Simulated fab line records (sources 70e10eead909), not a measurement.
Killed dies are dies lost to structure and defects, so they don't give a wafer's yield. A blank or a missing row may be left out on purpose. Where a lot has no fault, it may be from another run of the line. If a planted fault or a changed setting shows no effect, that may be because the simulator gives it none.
The tool behind it: which one? || flow nand_harc || 12 lots (36 wafers sampled), 1 step of a 1302-step route

== WHAT THE GAUGES SHOWED, per wafer ==
NHARC_P_ZERO_WELL_CD_MEAS_52: the cd target is 2000 nm.
{"lot": "L075", "measured": "day 2 11:47", "on": "cd_sem-02", "cd_nm (nm)": "2002.1 1998.7 2002.8"}
{"lot": "L077", "measured": "day 3 08:53", "on": "cd_sem-03", "cd_nm (nm)": "2001.9 2001.3 2003.0"}
{"lot": "L079", "measured": "day 4 03:49", "on": "cd_sem-02", "cd_nm (nm)": "1999.0 1999.4 2001.9"}
{"lot": "L081", "measured": "day 5 00:20", "on": "cd_sem-01", "cd_nm (nm)": "1998.9 2001.9 1999.8"}
{"lot": "L083", "measured": "day 5 20:04", "on": "cd_sem-01", "cd_nm (nm)": "2001.8 2002.3 2000.8"}
{"lot": "L085", "measured": "day 6 15:53", "on": "cd_sem-03", "cd_nm (nm)": "2000.5 2000.3 2002.8"}
{"lot": "L087", "measured": "day 7 11:49", "on": "cd_sem-01", "cd_nm (nm)": "2000.7 2000.2 1999.8"}
{"lot": "L089", "measured": "day 8 08:15", "on": "cd_sem-01", "cd_nm (nm)": "2002.5 2000.6 1999.2"}
{"lot": "L091", "measured": "day 9 03:56", "on": "cd_sem-01", "cd_nm (nm)": "1999.9 1998.1 2000.4"}
{"lot": "L093", "measured": "day 10 00:00", "on": "cd_sem-01", "cd_nm (nm)": "1998.6 2003.7 1999.3"}
{"lot": "L095", "measured": "day 10 19:54", "on": "cd_sem-01", "cd_nm (nm)": "2002.4 2001.3 2002.2"}
{"lot": "L097", "measured": "day 11 15:52", "on": "cd_sem-03", "cd_nm (nm)": "2000.7 2000.2 1999.5"}

== EACH LOT AND THE TOOL THAT RAN IT (in order: tool; ch and the chambers of the sampled wafers; start) ==
Before these readings, the record contains no process step.

== THE ANSWER, worked out from the rows above alone ==
Rule: the lots themselves supply what counts as usual. The widest of any qualifying gaps counts: lots, ordered by their means at a reading, are off when they make up no more than a third of the lots, leave a main group of 4 or more, and stand apart from it by 3 or more times the standard deviation of that group's means. If all means in a main group match to the digits the tables above print for the reading, that group is not used. Also off: a lot with no number at a reading for which 4 or more lots have one. The other lots that the step has rows for count as sound.
Across all readings shown, no lot is off: no conclusion can be drawn from this.

== WHAT THE SIMULATOR HAD INSERTED ==
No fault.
